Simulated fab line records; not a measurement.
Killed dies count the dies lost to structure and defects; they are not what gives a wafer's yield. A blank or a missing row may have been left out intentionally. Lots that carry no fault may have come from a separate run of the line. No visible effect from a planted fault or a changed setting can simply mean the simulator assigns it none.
Split-lot trial :: flow n5Finfet :: 7 lots, 21 wafers read, on a route of 1938 steps

== THE SPLIT ITSELF ==
At N5_BEOL_M11_COAT_60 (time 60 s, resist thk 30 nm), the setting spinRpm was moved away from the recipe's 1500 rpm on 6 of the 21 wafers read, by -7.3% to +10.7%. The other wafers ran this setting at the recipe's value.

== FROM THE SPLIT TO THE READING: what the file shows between them, 4 steps ==
- N5_BEOL_M11_COAT_05: resist thk 90 nm
- N5_BEOL_M11_EBR_07
- N5_BEOL_M11_DESCUM_16: chemistry O2, time 7.9 s
- N5_BEOL_M11_ETCH_61: etches SiARC in CF4, target depth 39 nm, time 65 s

== THE READING ==
SiARC_of_BEOL_M11_COAT_60.thkNm (the simulator's own value, which no gauge read), in nm, at N5_BEOL_M11_ETCH_62 (etches SOC in N2/H2, target depth 110 nm, overetch 22 nm, time 165 s). The file gives no usual value for it. Average 23.5 nm, standard deviation 0.12 nm, over the 15 wafers here run with the recipe.

wafer: L074.4
tool, chamber at the split: lithoTrack-01, 0
spinRpm as run, rpm: 1661
against the recipe: +10.7%
SiARC_of_BEOL_M11_COAT_60.thkNm, nm: 22
against lot-mates on the recipe: -1.4

wafer: L074.5
tool, chamber at the split: lithoTrack-01, 0
spinRpm as run, rpm: 1500
against the recipe: recipe
SiARC_of_BEOL_M11_COAT_60.thkNm, nm: 23.4
against lot-mates on the recipe: -

wafer: L074.6
tool, chamber at the split: lithoTrack-01, 0
spinRpm as run, rpm: 1500
against the recipe: recipe
SiARC_of_BEOL_M11_COAT_60.thkNm, nm: 23.4
against lot-mates on the recipe: -

wafer: L075.3
tool, chamber at the split: lithoTrack-02, 0
spinRpm as run, rpm: 1548
against the recipe: +3.2%
SiARC_of_BEOL_M11_COAT_60.thkNm, nm: 23.2
against lot-mates on the recipe: -0.2

wafer: L075.5
tool, chamber at the split: lithoTrack-02, 0
spinRpm as run, rpm: 1500
against the recipe: recipe
SiARC_of_BEOL_M11_COAT_60.thkNm, nm: 23.4
against lot-mates on the recipe: -

wafer: L075.6
tool, chamber at the split: lithoTrack-02, 0
spinRpm as run, rpm: 1548
against the recipe: +3.2%
SiARC_of_BEOL_M11_COAT_60.thkNm, nm: 22.8
against lot-mates on the recipe: -0.6

wafer: L083.1
tool, chamber at the split: lithoTrack-01, 0
spinRpm as run, rpm: 1500
against the recipe: recipe
SiARC_of_BEOL_M11_COAT_60.thkNm, nm: 23.6
against lot-mates on the recipe: -

wafer: L083.2
tool, chamber at the split: lithoTrack-01, 0
spinRpm as run, rpm: 1500
against the recipe: recipe
SiARC_of_BEOL_M11_COAT_60.thkNm, nm: 23.6
against lot-mates on the recipe: -

wafer: L083.5
tool, chamber at the split: lithoTrack-01, 0
spinRpm as run, rpm: 1500
against the recipe: recipe
SiARC_of_BEOL_M11_COAT_60.thkNm, nm: 23.4
against lot-mates on the recipe: -

wafer: L082.2
tool, chamber at the split: lithoTrack-03, 0
spinRpm as run, rpm: 1390
against the recipe: -7.3%
SiARC_of_BEOL_M11_COAT_60.thkNm, nm: 24.8
against lot-mates on the recipe: +1.0

wafer: L082.3
tool, chamber at the split: lithoTrack-03, 0
spinRpm as run, rpm: 1390
against the recipe: -7.3%
SiARC_of_BEOL_M11_COAT_60.thkNm, nm: 24.6
against lot-mates on the recipe: +0.8

wafer: L082.5
tool, chamber at the split: lithoTrack-03, 0
spinRpm as run, rpm: 1500
against the recipe: recipe
SiARC_of_BEOL_M11_COAT_60.thkNm, nm: 23.8
against lot-mates on the recipe: -

wafer: L084.1
tool, chamber at the split: lithoTrack-03, 0
spinRpm as run, rpm: 1500
against the recipe: recipe
SiARC_of_BEOL_M11_COAT_60.thkNm, nm: 23.6
against lot-mates on the recipe: -

wafer: L084.4
tool, chamber at the split: lithoTrack-03, 0
spinRpm as run, rpm: 1500
against the recipe: recipe
SiARC_of_BEOL_M11_COAT_60.thkNm, nm: 23.6
against lot-mates on the recipe: -

wafer: L084.3
tool, chamber at the split: lithoTrack-03, 0
spinRpm as run, rpm: 1500
against the recipe: recipe
SiARC_of_BEOL_M11_COAT_60.thkNm, nm: 23.4
against lot-mates on the recipe: -

wafer: L092.2
tool, chamber at the split: lithoTrack-03, 0
spinRpm as run, rpm: 1500
against the recipe: recipe
SiARC_of_BEOL_M11_COAT_60.thkNm, nm: 23.4
against lot-mates on the recipe: -

wafer: L092.3
tool, chamber at the split: lithoTrack-03, 0
spinRpm as run, rpm: 1637
against the recipe: +9.1%
SiARC_of_BEOL_M11_COAT_60.thkNm, nm: 22.4
against lot-mates on the recipe: -1.1

wafer: L092.5
tool, chamber at the split: lithoTrack-03, 0
spinRpm as run, rpm: 1500
against the recipe: recipe
SiARC_of_BEOL_M11_COAT_60.thkNm, nm: 23.6
against lot-mates on the recipe: -

wafer: L085.3
tool, chamber at the split: lithoTrack-02, 0
spinRpm as run, rpm: 1500
against the recipe: recipe
SiARC_of_BEOL_M11_COAT_60.thkNm, nm: 23.6
against lot-mates on the recipe: -

wafer: L085.6
tool, chamber at the split: lithoTrack-02, 0
spinRpm as run, rpm: 1500
against the recipe: recipe
SiARC_of_BEOL_M11_COAT_60.thkNm, nm: 23.6
against lot-mates on the recipe: -

wafer: L085.4
tool, chamber at the split: lithoTrack-02, 0
spinRpm as run, rpm: 1500
against the recipe: recipe
SiARC_of_BEOL_M11_COAT_60.thkNm, nm: 23.4
against lot-mates on the recipe: -

FIT RESULTS
A straight line over all 21 wafers: SiARC_of_BEOL_M11_COAT_60.thkNm changes by -0.145 nm for each +1% of spinRpm; r = -0.97; the points scatter about the line by 0.14 nm.
The same after taking each lot's own level away (the mean of its wafers on the recipe; 21 wafers): -0.125 nm for each +1%; r = -0.98; scatter 0.1 nm.
Per that fit: largest spinRpm move, reading shift of 1.3 nm.
The span of the lots' own levels, 23.40 to 23.80 nm, comes to 3.3 times the standard deviation stated above.
Hence the slope depends on the lot-to-lot level, as the two fits are not the same.
Check: -1.31 nm against its lot-mates is what the line predicts for one of the wafers moved furthest among these (+10.7%) when that wafer is left out of the fit. Against them it came out at -1.4 nm.

== OTHER SPLITS ON THESE WAFERS ==
These wafers also went through other splits before the reading. Each is held against what the fit with the lots' levels taken away leaves over:
other split on the same wafers: N5_BEOL_M9_COAT_05 spinRpm
wafers away from the commonest value: 6
r with SiARC_of_BEOL_M11_COAT_60.thkNm (lot level and that fit taken away): +0.22

other split on the same wafers: N5_BEOL_M10_PEB_26 pebTimeS
wafers away from the commonest value: 7
r with SiARC_of_BEOL_M11_COAT_60.thkNm (lot level and that fit taken away): -0.04

other split on the same wafers: N5_BEOL_M10_VIA_ETCH_34 timeS
wafers away from the commonest value: 8
r with SiARC_of_BEOL_M11_COAT_60.thkNm (lot level and that fit taken away): -0.05

other split on the same wafers: N5_BEOL_M11_ILD_DEP_00 tempC
wafers away from the commonest value: 7
r with SiARC_of_BEOL_M11_COAT_60.thkNm (lot level and that fit taken away): +0.12

== THE WHOLE CHAIN: every reading that the file lists as answering this split, in the file's order ==
step: N5_BEOL_M11_COAT_60
what it does: time 60 s, resist thk 30 nm
reading: SiARC_of_BEOL_M11_COAT_60.thkNm (the simulator's own value, which no gauge read)
change (the file's fit): -0.133 nm for each +1% of the setting
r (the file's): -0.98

step: N5_BEOL_M11_ETCH_61
what it does: etches SiARC in CF4, target depth 39 nm, time 65 s
reading: CAR-ArF_of_BEOL_M11_COAT_05.thkNm (the simulator's own value, which no gauge read)
change (the file's fit): +0.122 nm for each +1% of the setting
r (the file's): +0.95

step: N5_BEOL_M11_ETCH_61
what it does: etches SiARC in CF4, target depth 39 nm, time 65 s
reading: etch.depthNm (the simulator's own value, which no gauge read)
change (the file's fit): -0.138 nm for each +1% of the setting
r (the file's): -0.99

step: N5_BEOL_M11_ETCH_62
what it does: etches SOC in N2/H2, target depth 110 nm, overetch 22 nm, time 165 s
reading: SiARC_of_BEOL_M11_COAT_60.thkNm (the simulator's own value, which no gauge read)
change (the file's fit): -0.125 nm for each +1% of the setting
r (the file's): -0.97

== THE FILE'S OWN FIT ==
SiARC_of_BEOL_M11_COAT_60.thkNm changes by -0.125 nm for each +1% of spinRpm, r = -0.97.
